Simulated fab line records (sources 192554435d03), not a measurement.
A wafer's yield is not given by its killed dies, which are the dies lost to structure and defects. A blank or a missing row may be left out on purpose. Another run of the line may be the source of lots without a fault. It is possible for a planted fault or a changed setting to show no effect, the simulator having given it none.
Struck lot and sound lot, side by side    flow n5-finfet    6 out of 1938 route steps
Sound: these wafers, L237.2, L237.4, L237.5. The struck wafers were L230.2, L230.4, L230.5. The cause is named last.
Order at every step that has rows: each side's tool, ch and its chambers, its first start. Under that, the readings that differ: sound wafers    struck wafers    difference of the means    sigmas: that difference in standard deviations of wafers without a fault.
alike: words and numbers the same on both sides, and readings whose means are apart by under 2 such deviations; not compared: readings that were withheld, readings missing a value for some wafer, numbers with overlapping values and no deviation given by the record, and bounds like >300 which may hide the same value.
A row with sigmas, a row that says differs or no value, or rows on one side alone: a step with any of these is where the two part. Non-overlapping numbers with no deviation appear without sigmas and do not part them. A reading missing from all wafers of one side parts the sides only when that side holds two or more wafers.

N5_START_INSPECT_01: inspects for defects (unpatterned scan).
  sound: defect-inspect-01 at day 5 00:02; struck: defect-inspect-01 at day 3 06:02
  alike: raw-defect-count
then, 2 steps without rows for these wafers: N5_ZERO_LAYER_PRECLEAN_00 (cleans in SPM, time 600 s); N5_ZERO_LAYER_SRD_01 (time 30 s, dry time 30 s).
N5_ZERO_LAYER_PECVD_02: deposits SiO2 from SiH4/N2O, target thk 10 nm, time 6 s.
  sound on pecvd-01 ch 0,1,2, day 5 00:17; struck on pecvd-03 ch 0,2, day 3 06:17
reading                                        sound              struck             difference                     sigmas
rf-fwd-power-W (W)                             274.7 271.1 272.4  - - -              no value on the struck wafers  
model.SiO2_of_ZERO_LAYER_PECVD_02.thk-nm (nm)  9.993 10.05 10.16  7.123 7.397 7.395  -2.763                         
  alike: heater-power-w, showerhead-plenum-p-Torr
then, 1 step without rows for these wafers: N5_ZERO_LAYER_HMDS_04 (time 60 s).
-- record jumps: 7 days separate the struck wafers' starts on either side; left off in module ZERO_LAYER, taken up again in module BEOL_M4, whose first shown step is the route's number 1111 --
N5_BEOL_M4_RC_MEAS_101:
  sound on prober-02 ch 0, day 12 05:01; struck on prober-01 ch 0, day 10 01:50
  alike: DIBL_N, DIBL_P, IOFF_N, IOFF_P, ION_N, ION_P, SS_N, SS_P, VT_N, VT_P

== WHERE THEY PART ==
Only at N5_ZERO_LAYER_PECVD_02, within this record. Later steps at which nothing parts them and some readings are alike: N5_BEOL_M4_RC_MEAS_101.

WHY: what had been put in by the simulator
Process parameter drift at N5_ZERO_LAYER_PECVD_02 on pecvd-03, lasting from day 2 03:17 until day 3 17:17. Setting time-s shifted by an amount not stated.
